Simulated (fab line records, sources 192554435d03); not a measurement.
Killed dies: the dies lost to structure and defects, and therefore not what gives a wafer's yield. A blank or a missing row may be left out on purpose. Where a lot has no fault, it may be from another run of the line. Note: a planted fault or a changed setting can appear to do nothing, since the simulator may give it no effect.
Chamber matching | flow n5Finfet | 3 sister chambers for N5_BEOL_M8_CURE_75 on uvCure-03
The step cures SiCOH lowk, time 120 s. 18 wafers are shown with their chamber, then 9 later ones without.

== WAFERS, EACH WITH ITS CHAMBER ==
wafer  | chamber | wafer_temp_C_max | lampPowerPct (%)
L075.3 | 0       | 373.2            | 52.36
L075.4 | 0       | 373.7            | 52.35
L075.6 | 0       | 372.5            | 52.27
L079.4 | 2       | 371.3            | 52.40
L079.5 | 2       | 371.1            | 52.26
L079.6 | 2       | 370.5            | 52.29
L087.1 | 2       | 371.0            | 52.43
L087.2 | 2       | 371.4            | 52.28
L087.3 | 2       | 371.3            | 52.33
L085.1 | 0       | 373.0            | 52.39
L085.4 | 0       | 372.4            | 52.20
L085.5 | 0       | 372.6            | 52.27
L090.1 | 1       | 371.7            | 52.35
L090.4 | 1       | 371.7            | 52.39
L090.5 | 1       | 371.9            | 52.36
L091.2 | 0       | 373.8            | 52.30
L091.3 | 0       | 374.1            | 52.35
L091.4 | 0       | 372.5            | 52.25

SIGNATURES, as means of the wafers listed above
reading          | chamber 0 | chamber 1 | chamber 2 | scatter within a chamber
wafer_temp_C_max | 373.089   | 371.767   | 371.100   | 0.51
lampPowerPct     | 52.3044   | 52.3667   | 52.3317   | 0.0609
Rule: distance of a wafer from a chamber = root of the sum over the readings of ((wafer's reading minus chamber's mean) / reading's scatter) squared. The wafer belongs to the nearest chamber; if the next one is less than 2 further off, it can't be placed. The scatter: take each reading less its chamber's mean, square it, sum over the shown wafers, divide by the number of wafers less the number of chambers, and take the root.

== WAFERS WHOSE CHAMBER IS MISSING ==
wafer  | wafer_temp_C_max | lampPowerPct (%)
L095.1 | 372.3            | 52.25
L095.4 | 373.2            | 52.27
L095.6 | 373.2            | 52.28
L092.2 | 371.1            | 52.33
L092.5 | 371.6            | 52.34
L092.6 | 371.3            | 52.33
L097.3 | 373.1            | 52.36
L097.4 | 373.3            | 52.30
L097.6 | 372.3            | 52.38

== THE CHAMBER EACH PASSED THROUGH ==
wafer  | from the rows above          | in truth
L095.1 | can't be placed: 0 or 1 or 2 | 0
L095.4 | 0                            | 0
L095.6 | 0                            | 0
L092.2 | can't be placed: 2 or 1      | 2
L092.5 | can't be placed: 1 or 2      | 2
L092.6 | can't be placed: 2 or 1      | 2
L097.3 | can't be placed: 0 or 1      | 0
L097.4 | 0                            | 0
L097.6 | can't be placed: 1 or 0 or 2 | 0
Correctly placed: 3 of 9. Not placeable from these rows: 6 (in 6, the candidates include the true chamber). 0 placed wrongly.
